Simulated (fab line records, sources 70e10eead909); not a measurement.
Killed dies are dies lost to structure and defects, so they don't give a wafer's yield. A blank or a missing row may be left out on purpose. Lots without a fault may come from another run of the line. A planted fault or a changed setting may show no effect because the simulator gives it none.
A struck lot beside a sound one | flow nand_harc | 15 steps out of a route of 1159
Sound: wafers L241.1, L241.5, L241.6. Struck: wafers L248.1, L248.4, L248.5. The cause comes at the end.
At each step with rows: each side's tool, then ch and its chambers, then its first start. Under that, the readings that differ: sound wafers | struck wafers | difference of the means | sigmas: that difference in standard deviations of wafers without a fault.
alike: readings whose means differ by less than 2 such deviations, and words and numbers that are the same on both sides. not compared: withheld readings, readings that some wafer has no value for, bounds like >300 that may hide the same value, and numbers for which the record gives no deviation and whose values overlap.
The two part at a step that has a row with sigmas, a row that says differs or no value, or rows on one side only. Numbers that don't overlap but have no deviation are shown without sigmas and don't part them. A reading that every wafer of one side lacks parts them only if that side has two wafers or more.

first, 7 steps without rows for these wafers: NHARC_P_ZERO_WELL_HMDS_17 (time 30 s); NHARC_P_ZERO_WELL_COAT_18; NHARC_P_ZERO_WELL_SOFTBAKE_19 (time 95 s); NHARC_P_ZERO_WELL_EBR_20; NHARC_P_ZERO_WELL_EXPOSE_21 (exposes mask P NWELL, target cd 720 nm); NHARC_P_ZERO_WELL_PEB_22 (peb time 85 s); NHARC_P_ZERO_WELL_DEVELOP_23 (time 70 s).
NHARC_P_ZERO_WELL_CD_MEAS_24: target cd 720 nm.
  sound on cd_sem-03 ch 0, day 4 08:23; struck on cd_sem-02 ch 0, day 6 02:35
  alike: cd_nm
then, 1 step without rows for these wafers: NHARC_P_ZERO_WELL_HARDBAKE_25 (time 80 s).
NHARC_P_ZERO_WELL_DESCUM_26: chemistry O2, time 3 s.
  sound on rie_diel-10 ch 2,3, day 4 08:34; struck on rie_diel-02 ch 0,1,3, day 6 02:46
  alike: drypump_motor_current_A, oes_product_au, rf_vpp_V, showerhead_plenum_p_Torr, throttle_valve_pct
  not compared: rf_hours_counter_h
then, 2 steps without rows for these wafers: NHARC_P_ZERO_WELL_IMPLANT_27; NHARC_P_ZERO_WELL_IMPLANT_57.
NHARC_P_ZERO_WELL_IMPLANT_58:
  sound on implanter-02 ch 0, day 4 09:03; struck on implanter-02, day 6 03:15
  no value came back on the struck wafers for beam_energy_keV, beam_on_s (s), end_station_pressure_torr (Torr), tilt_deg (degrees); on the sound wafers beam_energy_keV reads 100.01 99.983 100.03
then, 1 step without rows for these wafers: NHARC_P_ZERO_WELL_STRIP_28 (strips in SPM, time 840 s).
-- the record jumps here: 18 days lie between the struck wafers' starts before and after (it left off in module P_ZERO_WELL and takes up again in module END, whose first step shown is number 1159 of the route) --
NHARC_END_SORT_01:
  sound on prober-02 ch 0, day 21 13:49; struck on prober-01 ch 0, day 23 23:05
  reading             | sound    | struck      | difference | sigmas
  killed_at_periphery | 5 7 7    | 653 647 656 | +646       | +99 or more
  killed_dies         | 20 14 18 | 677 677 677 | +660       | +74
  alike: killed_at_array, killed_at_other, killed_open, killed_short

WHERE THEY PART
First at NHARC_P_ZERO_WELL_IMPLANT_58; last, within this record, at NHARC_END_SORT_01.

WHY: what the simulator had put in
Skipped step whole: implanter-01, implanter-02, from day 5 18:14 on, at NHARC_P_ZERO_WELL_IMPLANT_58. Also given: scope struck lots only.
